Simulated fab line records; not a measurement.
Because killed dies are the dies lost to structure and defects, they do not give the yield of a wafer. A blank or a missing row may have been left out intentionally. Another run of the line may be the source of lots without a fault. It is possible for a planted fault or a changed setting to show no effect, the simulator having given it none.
Problem report, 8D (eight disciplines) form, completed by code | flow n5-finfet | the parts of the form that need people (team, actions taken, sign-off) are left out

## 1. WHAT WENT WRONG
Wafers free of any fault read 10.51 (standard deviation 0.1) for EOT_P at N5_BEOL_M4_RC_MEAS_101, against a mean of 11.54 on 3 wafers of 3 lots. That puts it +10 standard deviations away from the usual mean.
First seen on wafer L925.4, day 10 15:08, on prober-02. The record has a number at this step for 28 wafers belonging to 10 lots. By rule, "out" or "out of limits" means more than 4 standard deviations away from the usual mean. Any other wafer with a number is counted as sound.

## 2. WHAT IT IS; WHAT IT IS NOT
question                    | is                             | is not
which readings at this step | EOT_P, EOT_N, IGATE_N, IGATE_P | DIBL_N, DIBL_P, IOFF_N, SS_N, SS_P, VT_N, VT_P
which lots                  | L925, L926, L928               | L916, L917, L921, L922, L933, L937, L939
which wafers of those lots  | L925.4, L926.4, L928.4         | L925.1, L925.6, L926.1, L928.1
read on which gauges        | prober-01, prober-02           | -
when                        | from day 10 15:08              | up to then (14 sound wafers); but 11 sound wafers of L926, L928, L933, L937, L939 came after

## 3. SUSPECTS, AND WHAT RULES EACH OUT
Counting: a tool at a process step up to the reading stays a suspect if it ran every lot that is out. Sound lots after the first of them don't rule it out here, since some wafers of a struck lot are sound.
- the gauge at N5_BEOL_M4_RC_MEAS_101 has been ruled out. Those wafers that are out were read across 2 gauges (prober-01, prober-02).
- ald-sin-02 at N5_DUMMY_GATE_ALD_02 (deposits SiO2, target thk 2 nm, pulse time 1 s): kept. Ran every lot that is out, first one L925 (day 5 03:40); last sound lot up to then L922 (day 4 04:01).
- cvd-co-02 at N5_BEOL_M4_CO_CAP_55 (material Co, precursor CCTBA/H2, target thk 2 nm, time 102.1 s): kept. Ran every lot that is out, first one L925 (day 10 14:55); last sound lot up to then L916 (day 8 09:52).
After counting, ald-sin-02 at N5_DUMMY_GATE_ALD_02 and cvd-co-02 at N5_BEOL_M4_CO_CAP_55 remain.

## 4. THE CAUSE (what the simulator had put in)
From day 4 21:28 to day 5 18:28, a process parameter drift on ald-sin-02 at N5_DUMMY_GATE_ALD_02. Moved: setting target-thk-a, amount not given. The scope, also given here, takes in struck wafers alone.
Of the 2 suspects that counting leaves, this tool is one.

## 5. THE CHAIN OF EFFECTS, in route order
Rows list readings where the struck wafers' mean (over those with a number) sits beyond 3 standard deviations from the usual. Scope: only readings with a usual standard deviation given in the record; hours: median across lots of the time from each lot's start at the first step in this table that gives one to its start at this step; sigmas: change in usual standard deviations.
hours | step                   | reading | usual        | on struck wafers | change  | sigmas
0     | N5_BEOL_M4_RC_MEAS_101 | EOT_N   | 10.54        | 11.59            | +1.05   | +11
0     | N5_BEOL_M4_RC_MEAS_101 | EOT_P   | 10.51        | 11.54            | +1.03   | +10
0     | N5_BEOL_M4_RC_MEAS_101 | IGATE_N | 0.0120 nA/um | 0.0039           | -0.0081 | -4.8
0     | N5_BEOL_M4_RC_MEAS_101 | IGATE_P | 0.0036 nA/um | 0.0012           | -0.0024 | -4.9

## 6. WHAT WOULD HAVE CAUGHT IT SOONER
138 hours passed between the start of the fault at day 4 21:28 and the first reading out of limits at a measuring or inspecting step in this record, taken at day 10 15:08.
Tool readings at N5_DUMMY_GATE_ALD_02 with a usual standard deviation given in the record: none out on any struck wafer, hence no alarm at a limit of 4 standard deviations on them.
By day 10 15:08, every lot that is out (3) had started N5_DUMMY_GATE_ALD_02 on ald-sin-02. Had the tool been put on hold then, not one of them would have been saved.
